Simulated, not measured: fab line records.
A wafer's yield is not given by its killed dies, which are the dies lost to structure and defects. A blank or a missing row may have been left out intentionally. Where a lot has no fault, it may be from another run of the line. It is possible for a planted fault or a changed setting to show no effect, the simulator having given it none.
Lot-split experiment / flow n5 finfet / 7 lots, 21 wafers read, on a route of 1938 steps

## ABOUT THE SPLIT
At N5_BEOL_M4_COAT_05 (resist thk 30 nm), the setting spin rpm was moved away from the recipe's 1500 rpm on 4 of the 21 wafers read, by -8.7% to +3.9%. All remaining wafers had this setting at the recipe value.

## FROM THE SPLIT TO THE READING: what the file shows between them, 4 steps
- N5_BEOL_M4_EBR_07
- N5_BEOL_M4_SOFTBAKE_06: time 60 s
- N5_BEOL_M4_EXPOSE_08: exposes mask M4
- N5_BEOL_M4_PEB_09: peb time 60 s

## THE READING
CAR-EUV_of_BEOL_M4_COAT_05.thk nm (the simulator's own value, which no gauge read), in nm, at N5_BEOL_M4_DEVELOP_10 (develop time 30 s). There is no usual value for it anywhere in the file. The 17 wafers here that ran the recipe average 29.6 nm, standard deviation 0.094 nm.

wafer=L074.4; tool, chamber at the split=litho track-02, 0; spin rpm as run, rpm=1558; against the recipe=+3.9%; CAR-EUV_of_BEOL_M4_COAT_05.thk nm, nm=29; against lot-mates on the recipe=-0.6
wafer=L074.5; tool, chamber at the split=litho track-02, 0; spin rpm as run, rpm=1558; against the recipe=+3.9%; CAR-EUV_of_BEOL_M4_COAT_05.thk nm, nm=29; against lot-mates on the recipe=-0.6
wafer=L074.6; tool, chamber at the split=litho track-02, 0; spin rpm as run, rpm=1500; against the recipe=recipe; CAR-EUV_of_BEOL_M4_COAT_05.thk nm, nm=29.6; against lot-mates on the recipe=-
wafer=L076.2; tool, chamber at the split=litho track-05, 0; spin rpm as run, rpm=1500; against the recipe=recipe; CAR-EUV_of_BEOL_M4_COAT_05.thk nm, nm=29.6; against lot-mates on the recipe=-
wafer=L076.3; tool, chamber at the split=litho track-05, 0; spin rpm as run, rpm=1500; against the recipe=recipe; CAR-EUV_of_BEOL_M4_COAT_05.thk nm, nm=29.6; against lot-mates on the recipe=-
wafer=L076.6; tool, chamber at the split=litho track-05, 0; spin rpm as run, rpm=1500; against the recipe=recipe; CAR-EUV_of_BEOL_M4_COAT_05.thk nm, nm=29.8; against lot-mates on the recipe=-
wafer=L080.3; tool, chamber at the split=litho track-02, 0; spin rpm as run, rpm=1500; against the recipe=recipe; CAR-EUV_of_BEOL_M4_COAT_05.thk nm, nm=29.6; against lot-mates on the recipe=-
wafer=L080.4; tool, chamber at the split=litho track-02, 0; spin rpm as run, rpm=1500; against the recipe=recipe; CAR-EUV_of_BEOL_M4_COAT_05.thk nm, nm=29.6; against lot-mates on the recipe=-
wafer=L080.6; tool, chamber at the split=litho track-02, 0; spin rpm as run, rpm=1500; against the recipe=recipe; CAR-EUV_of_BEOL_M4_COAT_05.thk nm, nm=29.6; against lot-mates on the recipe=-
wafer=L086.1; tool, chamber at the split=litho track-04, 0; spin rpm as run, rpm=1500; against the recipe=recipe; CAR-EUV_of_BEOL_M4_COAT_05.thk nm, nm=29.6; against lot-mates on the recipe=-
wafer=L086.3; tool, chamber at the split=litho track-04, 0; spin rpm as run, rpm=1500; against the recipe=recipe; CAR-EUV_of_BEOL_M4_COAT_05.thk nm, nm=29.6; against lot-mates on the recipe=-
wafer=L086.6; tool, chamber at the split=litho track-04, 0; spin rpm as run, rpm=1500; against the recipe=recipe; CAR-EUV_of_BEOL_M4_COAT_05.thk nm, nm=29.6; against lot-mates on the recipe=-
wafer=L087.2; tool, chamber at the split=litho track-05, 0; spin rpm as run, rpm=1394; against the recipe=-7.1%; CAR-EUV_of_BEOL_M4_COAT_05.thk nm, nm=30.8; against lot-mates on the recipe=+1.2
wafer=L087.5; tool, chamber at the split=litho track-05, 0; spin rpm as run, rpm=1500; against the recipe=recipe; CAR-EUV_of_BEOL_M4_COAT_05.thk nm, nm=29.6; against lot-mates on the recipe=-
wafer=L087.6; tool, chamber at the split=litho track-05, 0; spin rpm as run, rpm=1500; against the recipe=recipe; CAR-EUV_of_BEOL_M4_COAT_05.thk nm, nm=29.6; against lot-mates on the recipe=-
wafer=L089.4; tool, chamber at the split=litho track-04, 0; spin rpm as run, rpm=1500; against the recipe=recipe; CAR-EUV_of_BEOL_M4_COAT_05.thk nm, nm=29.6; against lot-mates on the recipe=-
wafer=L089.5; tool, chamber at the split=litho track-04, 0; spin rpm as run, rpm=1500; against the recipe=recipe; CAR-EUV_of_BEOL_M4_COAT_05.thk nm, nm=29.8; against lot-mates on the recipe=-
wafer=L089.6; tool, chamber at the split=litho track-04, 0; spin rpm as run, rpm=1500; against the recipe=recipe; CAR-EUV_of_BEOL_M4_COAT_05.thk nm, nm=29.8; against lot-mates on the recipe=-
wafer=L096.1; tool, chamber at the split=litho track-04, 0; spin rpm as run, rpm=1500; against the recipe=recipe; CAR-EUV_of_BEOL_M4_COAT_05.thk nm, nm=29.4; against lot-mates on the recipe=-
wafer=L096.2; tool, chamber at the split=litho track-04, 0; spin rpm as run, rpm=1500; against the recipe=recipe; CAR-EUV_of_BEOL_M4_COAT_05.thk nm, nm=29.6; against lot-mates on the recipe=-
wafer=L096.5; tool, chamber at the split=litho track-04, 0; spin rpm as run, rpm=1369; against the recipe=-8.7%; CAR-EUV_of_BEOL_M4_COAT_05.thk nm, nm=30.8; against lot-mates on the recipe=+1.3

THE FIT
A straight line over all 21 wafers: CAR-EUV_of_BEOL_M4_COAT_05.thk nm changes by -0.15 nm for each +1% of spin rpm; r = -0.97; the points scatter about the line by 0.099 nm.
The same after taking each lot's own level away (the mean of its wafers on the recipe; 21 wafers): -0.157 nm for each +1%; r = -0.99; scatter 0.068 nm.
The reading moves by 1.4 nm for the largest change in spin rpm, on that fit.
The span of the lots' own levels, 29.50 to 29.73 nm, comes to 2.5 times the standard deviation stated above.
The two slopes are in agreement: the lot-to-lot level therefore moves the slope only a little.
Check: for one of the wafers moved furthest among these (-8.7%), held out of the fit, the line's prediction against its lot-mates is +1.44 nm. It came out at +1.3 nm against them.

## FURTHER SPLITS ON THESE WAFERS
These wafers also went through other splits before the reading. Each is held against what the fit with the lots' levels taken away leaves over:
other split on the same wafers=N5_HKMG_FIN_PEB_10 peb time s; wafers away from the commonest value=8; r with CAR-EUV_of_BEOL_M4_COAT_05.thk nm (lot level and that fit taken away)=+0.07
other split on the same wafers=N5_GATE_CUT_ETCH_37 bias w; wafers away from the commonest value=4; r with CAR-EUV_of_BEOL_M4_COAT_05.thk nm (lot level and that fit taken away)=-0.12
other split on the same wafers=N5_MOL_CONTACT_COAG_ETCHBACK_135 time s; wafers away from the commonest value=7; r with CAR-EUV_of_BEOL_M4_COAT_05.thk nm (lot level and that fit taken away)=+0.13
other split on the same wafers=N5_MOL_CONTACT_COAG_VIA_ETCH_46 bias w; wafers away from the commonest value=6; r with CAR-EUV_of_BEOL_M4_COAT_05.thk nm (lot level and that fit taken away)=-0.09
other split on the same wafers=N5_BEOL_M0_SAQP_PECVD_97 time s; wafers away from the commonest value=7; r with CAR-EUV_of_BEOL_M4_COAT_05.thk nm (lot level and that fit taken away)=-0.34
other split on the same wafers=N5_BEOL_M1_COAT_61 spin rpm; wafers away from the commonest value=9; r with CAR-EUV_of_BEOL_M4_COAT_05.thk nm (lot level and that fit taken away)=+0.11
other split on the same wafers=N5_BEOL_M1_ETCH_70 source w; wafers away from the commonest value=7; r with CAR-EUV_of_BEOL_M4_COAT_05.thk nm (lot level and that fit taken away)=-0.22
other split on the same wafers=N5_BEOL_M2_ETCH_69 bias w; wafers away from the commonest value=4; r with CAR-EUV_of_BEOL_M4_COAT_05.thk nm (lot level and that fit taken away)=-0.09

## THE WHOLE CHAIN: every reading that the file lists as answering this split, in the file's order
step=N5_BEOL_M4_COAT_05; what it does=resist thk 30 nm; reading=CAR-EUV_of_BEOL_M4_COAT_05.thk nm (the simulator's own value, which no gauge read); change (the file's fit)=-0.143 nm for each +1% of the setting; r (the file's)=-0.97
step=N5_BEOL_M4_DEVELOP_10; what it does=develop time 30 s; reading=CAR-EUV_of_BEOL_M4_COAT_05.thk nm (the simulator's own value, which no gauge read); change (the file's fit)=-0.157 nm for each +1% of the setting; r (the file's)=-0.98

## THE FILE'S OWN FIT
CAR-EUV_of_BEOL_M4_COAT_05.thk nm changes by -0.157 nm for each +1% of spin rpm, r = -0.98.
